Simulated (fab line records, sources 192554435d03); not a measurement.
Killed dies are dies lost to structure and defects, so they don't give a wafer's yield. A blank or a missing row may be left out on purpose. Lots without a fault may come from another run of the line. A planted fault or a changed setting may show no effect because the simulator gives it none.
A struck lot beside a sound one | flow n5_finfet | 19 steps out of a route of 1938
Sound: wafers L752.1, L752.4, L752.5. Struck: wafers L759.1, L759.3, L759.4. The cause comes at the end.
At each step with rows: each side's tool, then ch and its chambers, then its first start. Under that, the readings that differ: sound wafers | struck wafers | difference of the means | sigmas: that difference in standard deviations of wafers without a fault.
alike: readings whose means differ by less than 2 such deviations, and words and numbers that are the same on both sides. not compared: withheld readings, readings that some wafer has no value for, bounds like >300 that may hide the same value, and numbers for which the record gives no deviation and whose values overlap.
The two part at a step that has a row with sigmas, a row that says differs or no value, or rows on one side only. Numbers that don't overlap but have no deviation are shown without sigmas and don't part them. A reading that every wafer of one side lacks parts them only if that side has two wafers or more.

N5_BEOL_M0_SAQP_HM_DEP_02: deposits TiN, target thk 12 nm.
  sound on pvd_sputter-01, day 7 20:41; struck on pvd_sputter-02, day 9 13:26
  alike: substrate_temp_c, throttle_valve_pct
N5_BEOL_M0_SAQP_PECVD_03: deposits SiCN from 3MS/NH3, target thk 12 nm, time 21.1 s.
  sound on pecvd-03 ch 0,1,2, day 7 20:49; struck on pecvd-03 ch 0,1, day 9 13:33
  alike: chamber_pressure_Torr, showerhead_plenum_p_Torr, throttle_valve_pct
N5_BEOL_M0_SAQP_PECVD_96: deposits a-Si from SiH4/He, target thk 45 nm, time 45.2 s.
  sound on pecvd-03 ch 0,1,2, day 7 20:50; struck on pecvd-03 ch 0,1, day 9 13:35
  alike: chamber_pressure_Torr, heater_power_w, showerhead_plenum_p_Torr, throttle_valve_pct
N5_BEOL_M0_SAQP_PECVD_97: deposits SiNx from SiH4/NH3/N2, target thk 23 nm, time 19.9 s.
  sound on pecvd-03 ch 0,1,2, day 7 20:53; struck on pecvd-03 ch 0,1, day 9 13:38
  alike: chamber_pressure_Torr, heater_power_w, showerhead_plenum_p_Torr, throttle_valve_pct
N5_BEOL_M0_SAQP_PECVD_04: deposits a-Si from SiH4/He, target thk 60 nm, time 60.2 s.
  sound on pecvd-03 ch 0,1,2, day 7 20:56; struck on pecvd-03 ch 0,1, day 9 13:40
  alike: chamber_pressure_Torr, heater_power_w, showerhead_plenum_p_Torr, throttle_valve_pct
N5_BEOL_M0_SAQP_THK_MEAS_05:
  sound on film_metro-01, day 7 21:01; struck on film_metro-01, day 9 13:46
  alike: thk_nm
then, 6 steps without rows for these wafers: N5_BEOL_M0_SAQP_HM_DEP_111 (deposits SiO2 from SiH4/N2O, target thk 12 nm, time 7.2 s); N5_BEOL_M0_SAQP_COAT_81 (time 60 s, resist thk 100 nm); N5_BEOL_M0_SAQP_COAT_82 (time 60 s, resist thk 30 nm); N5_BEOL_M0_SAQP_COAT_08 (resist thk 90 nm); N5_BEOL_M0_SAQP_EBR_10; N5_BEOL_M0_SAQP_SOFTBAKE_09 (time 60 s).
N5_BEOL_M0_SAQP_EXPOSE_11: exposes mask M0 CORE, target cd 42 nm.
  sound on arfi_scanner-02 ch 0, day 7 21:16; struck on arfi_scanner-02 ch 0, day 9 14:01
  reading              | sound             | struck            | difference | sigmas
  exposure_dose_mJ_cm2 | 54.99 55.02 54.88 | 58.43 58.43 58.47 | +3.48      | +66
  alike: mask
then, 2 steps without rows for these wafers: N5_BEOL_M0_SAQP_PEB_12 (peb time 60 s); N5_BEOL_M0_SAQP_DEVELOP_13 (develop time 30 s).
N5_BEOL_M0_SAQP_CD_MEAS_14: target cd 42.5 nm.
  sound on cd_sem-01 ch 0, day 7 21:23; struck on cd_sem-01 ch 0, day 9 14:08
  alike: cd_nm
N5_BEOL_M0_SAQP_OVL_MEAS_15:
  sound on overlay-02 ch 0, day 7 21:25; struck on overlay-02 ch 0, day 9 14:10
  alike: M0_CORE_OVL
-- the record jumps here: 3 days lie between the struck wafers' starts before and after (it left off in module BEOL_M0_SAQP and takes up again in module BEOL_M4, whose first step shown is number 1111 of the route) --
N5_BEOL_M4_RC_MEAS_101:
  sound on prober-01 ch 0, day 10 05:37; struck on prober-02 ch 0, day 12 02:11
  alike: DIBL_N, DIBL_P, IOFF_N, IOFF_P, ION_N, ION_P, SS_N, SS_P, VT_N, VT_P
then, 1 step without rows for these wafers: N5_PASSIVATION_PROBE_49.

WHERE THEY PART
Only at N5_BEOL_M0_SAQP_EXPOSE_11, within this record. Later steps at which nothing parts them and some readings are alike: N5_BEOL_M0_SAQP_CD_MEAS_14, N5_BEOL_M0_SAQP_OVL_MEAS_15, N5_BEOL_M4_RC_MEAS_101.

WHY: what the simulator had put in
Process parameter drift: arfi_scanner-02, from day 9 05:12 on, at N5_BEOL_M0_SAQP_EXPOSE_11. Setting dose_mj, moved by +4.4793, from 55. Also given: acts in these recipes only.
